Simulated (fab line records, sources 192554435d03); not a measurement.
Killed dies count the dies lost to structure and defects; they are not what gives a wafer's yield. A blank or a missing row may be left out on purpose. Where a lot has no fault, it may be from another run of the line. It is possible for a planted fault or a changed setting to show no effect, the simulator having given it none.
Chamber matching || flow n5_finfet || 4 sister chambers for N5_FIN_SAQP_ETCH_51 on rie_diel-02
The step etches SiARC in CF4, target depth 45.5 nm, time 75.8 s. 14 wafers are shown with their chamber, then 7 later ones without.

EACH WAFER AND ITS CHAMBER
{"wafer": "L074.1", "chamber": 2, "showerhead_plenum_p_Torr (Torr)": 2.157, "throttle_valve_pct (%)": 15.95, "drypump_motor_current_A (A)": 6.0}
{"wafer": "L074.2", "chamber": 1, "showerhead_plenum_p_Torr (Torr)": 2.158, "throttle_valve_pct (%)": 15.37, "drypump_motor_current_A (A)": 6.1}
{"wafer": "L074.5", "chamber": 2, "showerhead_plenum_p_Torr (Torr)": 2.157, "throttle_valve_pct (%)": 15.95, "drypump_motor_current_A (A)": 5.9}
{"wafer": "L083.2", "chamber": 3, "showerhead_plenum_p_Torr (Torr)": 2.166, "throttle_valve_pct (%)": 15.47, "drypump_motor_current_A (A)": 6.1}
{"wafer": "L083.5", "chamber": 0, "showerhead_plenum_p_Torr (Torr)": 2.079, "throttle_valve_pct (%)": 15.52, "drypump_motor_current_A (A)": 5.6}
{"wafer": "L083.6", "chamber": 1, "showerhead_plenum_p_Torr (Torr)": 2.152, "throttle_valve_pct (%)": 15.40, "drypump_motor_current_A (A)": 6.1}
{"wafer": "L087.2", "chamber": 1, "showerhead_plenum_p_Torr (Torr)": 2.149, "throttle_valve_pct (%)": 15.41, "drypump_motor_current_A (A)": 6.1}
{"wafer": "L087.3", "chamber": 3, "showerhead_plenum_p_Torr (Torr)": 2.162, "throttle_valve_pct (%)": 15.47, "drypump_motor_current_A (A)": 6.1}
{"wafer": "L087.6", "chamber": 0, "showerhead_plenum_p_Torr (Torr)": 2.076, "throttle_valve_pct (%)": 15.54, "drypump_motor_current_A (A)": 5.6}
{"wafer": "L090.1", "chamber": 1, "showerhead_plenum_p_Torr (Torr)": 2.149, "throttle_valve_pct (%)": 15.45, "drypump_motor_current_A (A)": 6.1}
{"wafer": "L090.2", "chamber": 0, "showerhead_plenum_p_Torr (Torr)": 2.075, "throttle_valve_pct (%)": 15.55, "drypump_motor_current_A (A)": 5.7}
{"wafer": "L090.6", "chamber": 1, "showerhead_plenum_p_Torr (Torr)": 2.148, "throttle_valve_pct (%)": 15.40, "drypump_motor_current_A (A)": 6.1}
{"wafer": "L091.1", "chamber": 3, "showerhead_plenum_p_Torr (Torr)": 2.160, "throttle_valve_pct (%)": 15.51, "drypump_motor_current_A (A)": 6.0}
{"wafer": "L091.4", "chamber": 2, "showerhead_plenum_p_Torr (Torr)": 2.147, "throttle_valve_pct (%)": 16.00, "drypump_motor_current_A (A)": 5.9}

SIGNATURES (means of the wafers above)
{"reading": "showerhead_plenum_p_Torr", "chamber 0": 2.07667, "chamber 1": 2.15120, "chamber 2": 2.15367, "chamber 3": 2.16267, "scatter within a chamber": 0.00401}
{"reading": "throttle_valve_pct", "chamber 0": 15.5367, "chamber 1": 15.4060, "chamber 2": 15.9667, "chamber 3": 15.4833, "scatter within a chamber": 0.0255}
{"reading": "drypump_motor_current_A", "chamber 0": 5.633, "chamber 1": 6.100, "chamber 2": 5.933, "chamber 3": 6.067, "scatter within a chamber": 0.0447}
Rule: distance of a wafer from a chamber = root of the sum over the readings of ((wafer's reading minus chamber's mean) / reading's scatter) squared. The wafer belongs to the nearest chamber; if the next one is less than 2 further off, it can't be placed. The scatter: take each reading less its chamber's mean, square it, sum over the shown wafers, divide by the number of wafers less the number of chambers, and take the root.

WAFERS MISSING THEIR CHAMBER
{"wafer": "L091.6", "showerhead_plenum_p_Torr (Torr)": 2.148, "throttle_valve_pct (%)": 15.45, "drypump_motor_current_A (A)": 6.1}
{"wafer": "L092.3", "showerhead_plenum_p_Torr (Torr)": 2.145, "throttle_valve_pct (%)": 16.03, "drypump_motor_current_A (A)": 5.9}
{"wafer": "L092.4", "showerhead_plenum_p_Torr (Torr)": 2.159, "throttle_valve_pct (%)": 15.51, "drypump_motor_current_A (A)": 6.0}
{"wafer": "L092.6", "showerhead_plenum_p_Torr (Torr)": 2.145, "throttle_valve_pct (%)": 16.01, "drypump_motor_current_A (A)": 6.0}
{"wafer": "L097.1", "showerhead_plenum_p_Torr (Torr)": 2.143, "throttle_valve_pct (%)": 15.46, "drypump_motor_current_A (A)": 6.1}
{"wafer": "L097.2", "showerhead_plenum_p_Torr (Torr)": 2.157, "throttle_valve_pct (%)": 15.54, "drypump_motor_current_A (A)": 6.1}
{"wafer": "L097.4", "showerhead_plenum_p_Torr (Torr)": 2.071, "throttle_valve_pct (%)": 15.58, "drypump_motor_current_A (A)": 5.6}

THE CHAMBER EACH PASSED THROUGH
{"wafer": "L091.6", "from the rows above": 1, "in truth": 1}
{"wafer": "L092.3", "from the rows above": 2, "in truth": 2}
{"wafer": "L092.4", "from the rows above": 3, "in truth": 3}
{"wafer": "L092.6", "from the rows above": 2, "in truth": 2}
{"wafer": "L097.1", "from the rows above": 1, "in truth": 1}
{"wafer": "L097.2", "from the rows above": 3, "in truth": 3}
{"wafer": "L097.4", "from the rows above": 0, "in truth": 0}
7 of 7 placed correctly. From these rows, 0 cannot be placed. Placed wrongly: 0.
